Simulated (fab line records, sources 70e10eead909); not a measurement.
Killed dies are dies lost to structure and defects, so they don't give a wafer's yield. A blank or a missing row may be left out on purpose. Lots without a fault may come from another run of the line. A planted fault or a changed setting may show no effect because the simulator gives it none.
fab line records | flow nand_harc
record lots=11 wafers=33 last_day=32
route steps=1302 shown P_STI@89 P_GATE@142 END@1302
lots that met no fault: from a run of the same line without faults
start_h: hours from the record's first day to the start of the lot's first wafer shown | wait_h: hours since the lot's step before | " the same as in the row above | L1.1+2: a row that stands for several wafers | - no value, or no start given | * or withheld: withheld | < > ~ a bound
route shown NAME@n: a module of which the file shows steps, and the number in the route of the first | usual: mean/standard deviation of fault-free wafers | same: alike in all rows | chamber/n: place in a boat | sites: the reading at each site | _std_site: their standard deviation | _edge_site: outer sites' mean less inner sites' | radius_mm: how far each site lies from the wafer's centre | mask NAME#n: copy n | behind: the tool/chamber that last shaped the wafer | hold: why the lot was held/for how many hours/how that ended | device: the transistor (n, p or np) that didn't switch | end of line: the same wafers' tests at the end of the route | a step without rows: its recipe alone | killed: dies lost to structure and defects at the first sort, not the wafer's yield | map: a wafer's dies, x killed, . not, _ none there
set.NAME: the setting as run; set.NAME@STEP: as run at that earlier step | model.NAME: the simulator's own value behind a step, which no gauge read
steps of the route over a sample of lots; a table a step, a row a wafer
services: from which hour (start_h, from the record's first day; less than 0 if before it) a tool's chamber was out of use, for how many hours, and why
## steps
# step NHARC_P_STI_ETCH_31
# recipe target_depth_a=1089 time_s=54.5 cf4_flow_sccm=100 chf3_flow_sccm=30 ar_flow_sccm=0 rf_w=500 bias_w=200 chemistry=CF4/CHF3
# usual chf3_flow_sccm=29.99/0.085 drypump_motor_current_A=5.5/0.48 oes_product_au=0.959/0.021 rf_vpp_V=370.3/1.7 showerhead_plenum_p_Torr=1.57/0.044 throttle_valve_pct=16.803/0.0087
# columns lot.wafer tool chamber start_h wait_h chf3_flow_sccm drypump_motor_current_A oes_product_au rf_hours_counter_h rf_vpp_V showerhead_plenum_p_Torr throttle_valve_pct
L301.4 rie_diel-03 2 - - 30.01 6.0 0.982 7 371.6 1.61 16.807
L301.3 " 3 " " 29.99 5.6 0.954 8 373.0 1.63 16.802
L301.5 " 0 " " 29.98 5.6 0.967 - 369.1 1.57 16.798
L302.1 rie_diel-03 3 - - 30.02 5.5 0.923 8 372.3 1.63 16.809
L302.3 " 2 " " 29.96 6.0 0.944 8 371.5 1.61 16.793
L302.5 " 0 " " 30.00 5.6 0.945 - 369.2 1.57 16.803
L303.4 rie_diel-03 0 - - 29.89 5.6 0.967 7 369.4 1.57 16.794
L303.1 " 1 " " 29.97 5.3 0.961 8 372.2 1.59 16.817
L303.5 " 0 " " 29.84 5.6 0.961 - 370.2 1.57 16.808
L304.1 rie_diel-13 2 - - 29.96 6.2 0.920 10 368.9 1.55 16.813
L304.2 " 0 " " 30.01 5.4 0.907 9 368.6 1.55 16.811
L304.6 " 1 " " 30.00 6.5 0.944 - 369.1 1.56 16.787
L305.2 rie_diel-03 0 - - 29.98 5.6 0.992 0 371.9 1.57 16.801
L305.3 " 2 " " 29.97 6.0 0.944 0 371.9 1.61 16.802
L305.6 " 0 " " 30.04 5.5 0.994 - 370.6 1.57 16.796
L306.4 rie_diel-13 0 - - 29.81 5.5 0.940 11 370.9 1.55 16.800
L306.1 " 1 " " 29.94 6.5 0.956 12 369.4 1.56 16.809
L306.2 " 3 " " 29.82 5.3 0.947 11 372.6 1.64 16.801
L308.2 rie_diel-10 1 - - 29.86 5.3 0.986 4 368.0 1.52 16.815
L308.4 " 2 " " 30.21 5.0 0.972 3 370.0 1.55 16.819
L308.6 " 1 " " 29.91 5.3 0.988 - 368.4 1.52 16.812
L309.3 rie_diel-13 1 - - 29.85 6.5 0.971 14 370.0 1.56 16.808
L309.5 " 0 " " 29.97 5.4 0.965 - 371.0 1.55 16.800
L309.6 " 1 " " 30.03 6.5 0.977 - 369.4 1.56 16.805
L311.4 rie_diel-10 1 - - 29.95 5.3 0.946 5 368.0 1.52 16.806
L311.2 " 2 " " 29.95 5.0 0.939 5 370.1 1.55 16.813
L311.5 " 0 " " 30.09 4.9 0.911 - 366.9 1.48 16.801
L317.1 rie_diel-13 2 - - 30.04 6.3 0.948 4 370.0 1.55 16.806
L317.2 " 3 " " 30.05 5.3 0.970 4 373.3 1.63 16.813
L317.6 " 3 " " 29.96 5.3 0.979 - 373.1 1.63 16.791
L318.1 rie_diel-13 0 - - 29.99 5.4 0.954 4 369.7 1.55 16.790
L318.2 " 1 " " 30.06 6.5 0.975 4 370.2 1.56 16.805
L318.6 " 1 " " 29.92 6.5 0.980 - 370.9 1.56 16.814
# step NHARC_P_GATE_OVL_MEAS_27
# usual overlay_x_nm=-0.1/0.71 overlay_y_nm=0.1/0.84
# columns lot.wafer tool chamber start_h wait_h overlay_x_nm overlay_y_nm
L301.3 overlay-01 - 122.62 - 0.4 -1.4
L301.4 " - " " 0.4 -0.8
L301.5 " - " " 0.7 -1.0
L302.1 overlay-01 - 134.28 - 0.2 1.3
L302.3 " - " " -0.3 0.8
L302.5 " - " " 0.3 1.1
L303.1 overlay-01 - 145.64 - -0.1 0.8
L303.4 " - " " -0.1 0.5
L303.5 " - " " -0.1 0.8
L304.1 overlay-01 - 153.97 - -0.2 0.1
L304.2 " - " " 0.0 0.7
L304.6 " - " " -0.1 0.5
L305.2 overlay-02 - 171.46 - -0.6 -1.3
L305.3 " - " " -1.0 -1.4
L305.6 " - " " -0.7 -1.5
L306.1 overlay-01 - 174.07 - -0.7 -1.0
L306.2 " - " " -0.4 -2.0
L306.4 " - " " -0.9 -1.6
L308.2 overlay-02 - 196.19 - -1.0 0.4
L308.4 " - " " -0.4 0.1
L308.6 " - " " -0.7 0.6
L309.3 overlay-01 - 208.16 - 0.1 -0.1
L309.5 " - " " -0.5 0.0
L309.6 " - " " -0.4 0.4
L311.2 overlay-02 - 224.61 - 0.6 1.0
L311.4 " - " " 0.5 0.6
L311.5 " - " " 0.0 1.3
L317.1 overlay-01 - 284.93 - 0.4 0.2
L317.2 " - " " -0.7 0.2
L317.6 " - " " -0.5 0.5
L318.1 overlay-02 - 296.71 - 0.4 0.0
L318.2 " - " " 0.6 0.3
L318.6 " - " " 0.5 -0.3
# step NHARC_P_GATE_EXPOSE_43
# recipe na=0.6 target_cd_nm=720 dose_mj=14.81 mask_id=P_NSD
# usual exposure_dose_mJ_cm2=14.812/0.015 stage_vel_mm_s=500.00/0.25
# columns lot.wafer tool chamber start_h wait_h mask exposure_dose_mJ_cm2 stage_vel_mm_s
L301.3 krf_scanner-04 0 134.27 - P_NSD#0 14.811 499.98
L301.4 " 0 " " P_NSD#0 14.827 500.23
L301.5 " 0 " " P_NSD#0 14.811 500.09
L302.1 krf_scanner-02 0 145.94 - P_NSD#0 14.815 499.77
L302.3 " 0 " " P_NSD#0 14.799 499.93
L302.5 " 0 " " P_NSD#0 14.816 500.03
L303.1 krf_scanner-03 0 157.42 - P_NSD#0 14.790 499.99
L303.4 " 0 " " P_NSD#0 14.809 499.81
L303.5 " 0 " " P_NSD#0 14.810 499.71
L304.1 krf_scanner-04 0 167.70 - P_NSD#0 14.818 500.14
L304.2 " 0 " " P_NSD#0 14.803 499.85
L304.6 " 0 " " P_NSD#0 14.829 499.68
L305.2 krf_scanner-02 0 183.48 - P_NSD#0 14.807 499.95
L305.3 " 0 " " P_NSD#0 14.797 500.00
L305.6 " 0 " " P_NSD#0 14.842 499.84
L306.1 krf_scanner-02 0 185.61 - P_NSD#0 14.817 500.29
L306.2 " 0 " " P_NSD#0 14.820 500.01
L306.4 " 0 " " P_NSD#0 14.821 500.36
L308.2 krf_scanner-02 0 207.88 - P_NSD#0 19.559 500.03
L308.4 " 0 " " P_NSD#0 19.555 500.00
L308.6 " 0 " " P_NSD#0 19.544 499.88
L309.3 krf_scanner-02 0 219.90 - P_NSD#0 19.585 500.33
L309.5 " 0 " " P_NSD#0 19.568 500.16
L309.6 " 0 " " P_NSD#0 19.561 499.87
L311.2 krf_scanner-04 0 236.42 - P_NSD#0 14.814 500.49
L311.4 " 0 " " P_NSD#0 14.814 500.17
L311.5 " 0 " " P_NSD#0 14.830 500.28
L317.1 krf_scanner-04 0 297.08 - P_NSD#0 14.802 500.23
L317.2 " 0 " " P_NSD#0 14.804 499.68
L317.6 " 0 " " P_NSD#0 14.795 500.00
L318.1 krf_scanner-04 0 308.43 - P_NSD#0 14.843 500.00
L318.2 " 0 " " P_NSD#0 14.797 500.09
L318.6 " 0 " " P_NSD#0 14.833 500.23
# step NHARC_P_GATE_CD_MEAS_46
# recipe target_cd_nm=720 landing_energy_ev=500
# usual cd_nm=720.3/2.2
# columns lot.wafer tool chamber start_h wait_h hold cd_nm
L301.3 cd_sem-03 0 134.42 - - 720.1
L301.4 " 0 " " - 717.3
L301.5 " 0 " " - 715.4
L302.1 cd_sem-02 0 146.09 - - 723.8
L302.3 " 0 " " - 724.2
L302.5 " 0 " " - 723.3
L303.1 cd_sem-03 0 157.57 - - 718.0
L303.4 " 0 " " - 720.7
L303.5 " 0 " " - 720.3
L304.1 cd_sem-03 0 167.86 - - 722.2
L304.2 " 0 " " - 720.9
L304.6 " 0 " " - 719.0
L305.2 cd_sem-02 0 183.64 - - 722.5
L305.3 " 0 " " - 723.0
L305.6 " 0 " " - 720.7
L306.1 cd_sem-03 0 185.76 - - 717.5
L306.2 " 0 " " - 718.4
L306.4 " 0 " " - 716.1
L308.2 cd_sem-02 0 208.03 - await_dispo/0.2h/release 767.2
L308.4 " 0 " " await_dispo/0.2h/release 768.3
L308.6 " 0 " " await_dispo/0.2h/release 767.0
L308.2 cd_sem-02 0 - - - 767.1
L308.4 " 0 " " - 768.2
L308.6 " 0 " " - 767.3
L309.3 cd_sem-01 0 220.05 - await_dispo/0.2h/release 766.2
L309.5 " 0 " " await_dispo/0.2h/release 767.2
L309.6 " 0 " " await_dispo/0.2h/release 767.4
L309.3 cd_sem-01 0 - - - 766.1
L309.5 " 0 " " - 767.1
L309.6 " 0 " " - 767.2
L311.2 cd_sem-01 0 236.58 - - 724.7
L311.4 " 0 " " - 727.5
L311.5 " 0 " " - 724.0
L317.1 cd_sem-03 0 297.24 - - 722.4
L317.2 " 0 " " - 722.0
L317.6 " 0 " " - 722.0
L318.1 cd_sem-02 0 308.58 - - 718.7
L318.2 " 0 " " - 719.0
L318.6 " 0 " " - 719.8
# step NHARC_P_GATE_STRIP_112
# recipe power_w=1500 temp_c=110 time_s=200 chemistry=N2/H2
# usual drypump_motor_current_A=5.7/0.56 heater_power_w=83/4.9
# columns lot.wafer tool chamber start_h wait_h drypump_motor_current_A heater_power_w rf_hours_counter_h
L301.4 plasma_asher-01 1 136.79 0.2 5.5 91 -
L301.3 " 0 " " 6.0 81 -
L301.5 " 1 " " 5.5 91 -
L302.1 plasma_asher-02 0 148.50 0.2 5.0 79 15
L302.3 " 0 " " 5.0 79 -
L302.5 " 1 " " 6.5 81 -
L303.1 plasma_asher-02 1 159.87 0.2 6.5 82 17
L303.4 " 1 " " 6.5 81 -
L303.5 " 0 " " 5.0 80 -
L304.2 plasma_asher-02 1 170.16 0.2 6.5 83 20
L304.1 " 0 " " 5.0 78 20
L304.6 " 0 " " 5.0 78 -
L305.2 plasma_asher-02 0 185.86 0.2 5.0 80 22
L305.3 " 1 " " 6.5 79 -
L305.6 " 1 " " 6.5 81 -
L306.1 plasma_asher-02 1 188.07 0.2 6.5 82 23
L306.2 " 0 " " 5.0 80 23
L306.4 " 0 " " 5.0 79 -
L308.2 plasma_asher-01 0 217.59 0.6 5.9 83 5
L308.4 " 1 " " 5.5 90 -
L308.6 " 0 " " 5.9 83 -
L309.3 plasma_asher-02 1 231.76 0.3 6.5 80 -
L309.5 " 0 " " 5.0 79 -
L309.6 " 1 " " 6.5 81 -
L311.2 plasma_asher-01 0 239.11 0.2 5.9 86 11
L311.4 " 1 " " 5.5 87 -
L311.5 " 0 " " 5.9 84 -
L317.2 plasma_asher-01 0 299.51 0.2 5.9 84 25
L317.1 " 1 " " 5.5 88 25
L317.6 " 0 " " 5.9 83 -
L318.1 plasma_asher-02 0 310.75 0.2 5.0 75 10
L318.2 " 1 " " 6.5 82 10
L318.6 " 1 " " 6.5 82 -
# step NHARC_END_SORT_01
# recipe temp_c=25
# usual killed_at_array=54/20 killed_at_other=0.7/0.94 killed_at_periphery=3.8/2.7 killed_dies=59/20 killed_open=3.5/1.9 killed_short=2.5/1.6
# same gross_dies=677
# columns lot.wafer tool chamber start_h wait_h killed_at_array killed_at_other killed_at_periphery killed_dies killed_open killed_short
L308.2 prober-02 0 679.18 2.8 63 0 8 71 5 4
L308.6 prober-02 0 682.40 4.0 67 2 4 73 5 0
L309.3 prober-01 0 728.11 3.1 40 1 10 51 4 2
L309.5 prober-01 0 729.71 3.7 38 5 12 55 7 3
L309.6 prober-01 0 730.52 4.0 43 1 11 55 4 0
# killed by level:class
L308.2 A_SLIT:chamber_film_flake=27 A_CHANNEL_HOLE_D1:chamber_film_flake=18 A_CHANNEL_HOLE_D2:chamber_film_flake=5 A_CONTACT:chamber_film_flake=4 P_GATE:chamber_film_flake=3 P_GATE:geometric_particle:open=2 A_CHANNEL_HOLE_D2:geometric_particle:short=2 A_SOURCE_PLATE:geometric_particle:open=1
L308.6 A_SLIT:chamber_film_flake=31 A_CHANNEL_HOLE_D1:chamber_film_flake=14 A_CONTACT:chamber_film_flake=8 A_CHANNEL_HOLE_D2:chamber_film_flake=7 P_GATE:chamber_film_flake=2 A_WL_FILL:chamber_film_flake=2 P_M0:geometric_particle:open=1 A_CHANNEL_FILL_D1:geometric_particle:open=1
L309.3 A_CHANNEL_HOLE_D2:chamber_film_flake=13 A_CHANNEL_HOLE_D1:chamber_film_flake=8 P_CONTACT:chamber_film_flake=6 A_STAIRCASE:chamber_film_flake=6 A_SLIT:chamber_film_flake=6 P_GATE:chamber_film_flake=2 P_CONTACT:geometric_particle:open=1 A_ONON_D1:geometric_particle:short=1
L309.5 A_CHANNEL_HOLE_D2:chamber_film_flake=14 P_GATE:chamber_film_flake=6 P_CONTACT:chamber_film_flake=5 THIN_TSV:chamber_film_flake=5 A_CHANNEL_HOLE_D1:chamber_film_flake=4 A_WL_FILL:chamber_film_flake=4 A_ONON_D2:geometric_particle:open=2 A_WL_FILL:geometric_particle:short=2
L309.6 A_CHANNEL_HOLE_D2:chamber_film_flake=19 A_CHANNEL_HOLE_D1:chamber_film_flake=9 P_CONTACT:chamber_film_flake=7 A_STAIRCASE:chamber_film_flake=4 P_GATE:chamber_film_flake=2 A_CHANNEL_FILL_D2:chamber_film_flake=2 A_WL_FILL:chamber_film_flake=2 A_CONTACT:chamber_film_flake=2
## services
# columns tool chamber start_h hours kind
rie_diel-13 0 68.14 4.9 repair
plasma_asher-02 - 72.05 9.0 pm
plasma_asher-01 - 74.30 0.5 repair
krf_scanner-02 - 94.00 4.0 pm
rie_diel-03 - 104.30 9.0 pm
rie_diel-03 1 117.26 22.9 repair
plasma_asher-02 - 122.13 2.3 repair
krf_scanner-02 - 124.01 2.3 repair
rie_diel-13 2 129.30 2.2 repair
rie_diel-03 0 133.34 5.6 repair
krf_scanner-04 - 140.59 0.5 repair
krf_scanner-04 - 155.12 6.1 repair
plasma_asher-01 - 165.00 9.0 pm
rie_diel-13 - 165.23 9.0 pm
krf_scanner-04 - 184.94 4.0 pm
rie_diel-13 1 187.75 21.0 repair
rie_diel-13 2 197.62 2.8 repair
plasma_asher-01 - 201.36 4.4 repair
rie_diel-03 0 206.54 19.9 repair
plasma_asher-02 - 249.05 9.0 pm
krf_scanner-02 - 266.00 4.0 pm
krf_scanner-04 - 273.51 4.8 repair
krf_scanner-02 - 279.96 1.1 repair
rie_diel-13 2 310.75 4.6 repair
## key
first_sign step=NHARC_P_GATE_EXPOSE_43 reading=exposure_dose_mJ_cm2 direction=up sigmas=99+ usual=14.812 struck=19.562
effect step=NHARC_P_GATE_CD_MEAS_46 reading=visit direction=added
effect step=NHARC_P_GATE_CD_MEAS_46 reading=cd_nm direction=up sigmas=21 usual=720.3 struck=767.2
met_at NHARC_P_GATE_EXPOSE_43
struck_lots L308,L309
tester_left_out L308,L309
not_acting_at NHARC_P_STI_ETCH_31,NHARC_P_GATE_OVL_MEAS_27,NHARC_P_GATE_STRIP_112
onset_between 185.61 207.88
fault kind=process_parameter_drift tool=krf_scanner-02 chamber=- onset_h=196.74 steps=NHARC_P_GATE_EXPOSE_43 channel=dose_mj offset=4.7482 shape=step acts_in=these_recipes_only stated=14.81
# tester_left_out: of these lots the tester's yield and bins aren't shown, on N5 and GAA mostly nor the transistor test; their killed dies are dies lost to structure and defects alone, not to doping, threshold or leakage, so they don't give the yield
